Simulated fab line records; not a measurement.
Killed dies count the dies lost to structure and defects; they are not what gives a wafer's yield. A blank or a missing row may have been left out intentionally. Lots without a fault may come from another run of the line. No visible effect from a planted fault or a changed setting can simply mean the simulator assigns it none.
Split-lot study	flow n5-finfet	on a route of 1938 steps: 5 lots, 23 wafers read

## THE SPLIT ITSELF
At N5_BEOL_M7_COAT_71 (time 60 s, resist thk 5 nm), the setting spin-rpm was moved away from the recipe's 1500 rpm on 11 of the 23 wafers read, by -5.9% to +2.9%. The other wafers ran this setting at the recipe's value.

## FROM THE SPLIT TO THE READING: what the file shows between them, 5 steps
- N5_BEOL_M7_EXPOSE_25: exposes mask V6, target cd 40 nm (also split here: dose-mj)
- N5_BEOL_M7_PEB_26: peb time 60 s
- N5_BEOL_M7_DEVELOP_27: develop time 30 s
- N5_BEOL_M7_CD_MEAS_28: target cd 40 nm
- N5_BEOL_M7_DESCUM_33: chemistry O2, time 7 s

## THE READING
etch.depth-nm (the simulator's own value, which no gauge read), in nm, at N5_BEOL_M7_ETCH_72 (etches underlayer in N2/H2, target depth 6.5 nm, time 5.2 s). The file does not state a usual value for it. Here, 12 wafers ran the recipe; their average is 4.995 nm with a standard deviation of 0.013 nm.

wafer	tool, chamber at the split	spin-rpm as run, rpm	against the recipe	etch.depth-nm, nm	against lot-mates on the recipe
L079.1	litho-track-01, 0	1500	recipe	4.989	-
L079.2	litho-track-01, 0	1411	-5.9%	5.155	+0.159
L079.4	litho-track-01, 0	1411	-5.9%	5.142	+0.146
L079.5	litho-track-01, 0	1500	recipe	5.003	-
L079.6	litho-track-01, 0	1411	-5.9%	5.166	+0.170
L078.2	litho-track-03, 0	1544	+2.9%	4.92	-0.066
L078.3	litho-track-03, 0	1500	recipe	4.981	-
L078.4	litho-track-03, 0	1500	recipe	4.987	-
L078.5	litho-track-03, 0	1500	recipe	4.991	-
L078.6	litho-track-03, 0	1544	+2.9%	4.898	-0.088
L080.1	litho-track-01, 0	1422	-5.2%	5.126	+0.130
L080.2	litho-track-01, 0	1422	-5.2%	5.124	+0.128
L080.3	litho-track-01, 0	1422	-5.2%	5.135	+0.139
L080.4	litho-track-01, 0	1500	recipe	4.988	-
L080.5	litho-track-01, 0	1500	recipe	5.004	-
L082.1	litho-track-04, 0	1500	recipe	5.019	-
L082.4	litho-track-04, 0	1500	recipe	5.001	-
L082.6	litho-track-04, 0	1500	recipe	5.017	-
L091.2	litho-track-04, 0	1435	-4.3%	5.074	+0.092
L091.3	litho-track-04, 0	1500	recipe	4.978	-
L091.4	litho-track-04, 0	1500	recipe	4.985	-
L091.5	litho-track-04, 0	1435	-4.3%	5.083	+0.101
L091.6	litho-track-04, 0	1435	-4.3%	5.093	+0.111

THE FIT
A straight line over all 23 wafers: etch.depth-nm changes by -0.0257 nm for each +1% of spin-rpm; r = -0.98; the points scatter about the line by 0.015 nm.
The same after taking each lot's own level away (the mean of its wafers on the recipe; 23 wafers): -0.0257 nm for each +1%; r = -0.99; scatter 0.0089 nm.
That fit puts the effect of the largest move of spin-rpm on the reading at 0.15 nm.
The lots' own levels span 4.9815 to 5.0123 nm, that is 2.4 times the standard deviation above.
The two slopes agree, so the slope changes little with the lot-to-lot level.
Check: for one of the wafers moved furthest among these (-5.9%), held out of the fit, the line's prediction against its lot-mates is +0.151 nm. It came out at +0.159 nm against them.

## THE OTHER SPLITS THESE WAFERS WENT THROUGH
Other splits were also applied to these wafers ahead of the reading. Each is held against what the fit with the lots' levels taken away leaves over:
other split on the same wafers	wafers away from the commonest value	r with etch.depth-nm (lot level and that fit taken away)
N5_BEOL_M5_TRENCH_ETCH_37 time-s	10	-0.02
N5_BEOL_M6_EXPOSE_25 dose-mj	5	-0.15
N5_BEOL_M7_EXPOSE_25 dose-mj	9	-0.39

## FILE'S OWN FIT
etch.depth-nm changes by -0.0256 nm for each +1% of spin-rpm, r = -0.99.
